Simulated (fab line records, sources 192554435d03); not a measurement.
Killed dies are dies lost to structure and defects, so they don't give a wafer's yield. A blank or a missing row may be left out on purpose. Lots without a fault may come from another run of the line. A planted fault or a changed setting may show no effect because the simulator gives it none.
Split-lot experiment | flow n5_finfet | 7 lots, 21 wafers read, on a route of 1938 steps

THE SPLIT
At N5_PASSIVATION_AL_DEP_21 (deposits Al, target thk 2800 nm, time 170 s), the setting time_s was moved away from the recipe's 170 s on 10 of the 21 wafers read, by -14.0% to +13.3%. The other wafers ran this setting at the recipe's value.

The reading is taken at the split's own step.

THE READING
Al_of_PASSIVATION_AL_DEP_21.thk_nm (the simulator's own value, which no gauge read), in nm, at N5_PASSIVATION_AL_DEP_21 (deposits Al, target thk 2800 nm, time 170 s). The file gives no usual value for it. The 11 wafers here that ran the recipe average 2781 nm, standard deviation 27 nm.

wafer  | tool, chamber at the split | time_s as run, s | against the recipe | Al_of_PASSIVATION_AL_DEP_21.thk_nm, nm | against lot-mates on the recipe
L074.2 | pvd_sputter-03, -          | 192.6            | +13.3%             | 3143                                   | +359
L074.4 | pvd_sputter-03, -          | 170              | recipe             | 2784                                   | -
L074.6 | pvd_sputter-03, -          | 192.6            | +13.3%             | 3103                                   | +319
L080.2 | pvd_sputter-03, -          | 170              | recipe             | 2809                                   | -
L080.5 | pvd_sputter-03, -          | 151.8            | -10.7%             | 2468                                   | -318
L080.6 | pvd_sputter-03, -          | 170              | recipe             | 2763                                   | -
L081.1 | pvd_sputter-02, -          | 186.5            | +9.7%              | 3004                                   | +233
L081.3 | pvd_sputter-02, -          | 170              | recipe             | 2771                                   | -
L081.5 | pvd_sputter-02, -          | 186.5            | +9.7%              | 3017                                   | +246
L084.2 | pvd_sputter-03, -          | 178.1            | +4.8%              | 2949                                   | +166
L084.3 | pvd_sputter-03, -          | 178.1            | +4.8%              | 2932                                   | +149
L084.4 | pvd_sputter-03, -          | 170              | recipe             | 2783                                   | -
L085.1 | pvd_sputter-03, -          | 170              | recipe             | 2795                                   | -
L085.2 | pvd_sputter-03, -          | 146.2            | -14.0%             | 2427                                   | -348
L085.3 | pvd_sputter-03, -          | 170              | recipe             | 2755                                   | -
L089.1 | pvd_sputter-01, -          | 170              | recipe             | 2843                                   | -
L089.4 | pvd_sputter-01, -          | 150.8            | -11.3%             | 2540                                   | -303
L089.6 | pvd_sputter-01, -          | 150.8            | -11.3%             | 2519                                   | -324
L094.1 | pvd_sputter-01, -          | 170              | recipe             | 2751                                   | -
L094.2 | pvd_sputter-01, -          | 170              | recipe             | 2792                                   | -
L094.6 | pvd_sputter-01, -          | 170              | recipe             | 2750                                   | -

THE FIT
A straight line over all 21 wafers: Al_of_PASSIVATION_AL_DEP_21.thk_nm changes by +25.2 nm for each +1% of time_s; r = +0.99; the points scatter about the line by 29 nm.
The same after taking each lot's own level away (the mean of its wafers on the recipe; 21 wafers): +26.5 nm for each +1%; r = +0.99; scatter 22 nm.
On that fit, the largest move of time_s shifts the reading by 3.7e+02 nm.
The lots' own levels span 2764.3 to 2843.0 nm, that is 2.9 times the standard deviation above.
So the lot-to-lot level changes the slope little: the two slopes agree.
Check: with one of the wafers moved furthest among these (-14.0%) left out of the fit, the line predicts -380 nm for it against its lot-mates. It came out at -348 nm against them.

OTHER SPLITS ON THESE WAFERS
These wafers also went through other splits before the reading. Each is held against what the fit with the lots' levels taken away leaves over:
other split on the same wafers    | wafers away from the commonest value | r with Al_of_PASSIVATION_AL_DEP_21.thk_nm (lot level and that fit taken away)
N5_BEOL_M14_EXPOSE_25 dose_mj     | 5                                    | +0.08
N5_BEOL_M14_TRENCH_ETCH_34 time_s | 7                                    | +0.36
N5_BEOL_M14_SPUTTER_45 time_s     | 8                                    | -0.19
N5_BEOL_M14_DEP_53 time_s         | 8                                    | -0.15
N5_MIM_BOT_ETCH_ETCH_04 time_s    | 7                                    | +0.30
N5_PASSIVATION_PECVD_55 time_s    | 6                                    | -0.28

THE FILE'S OWN FIT
Al_of_PASSIVATION_AL_DEP_21.thk_nm changes by +26.5 nm for each +1% of time_s, r = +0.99.
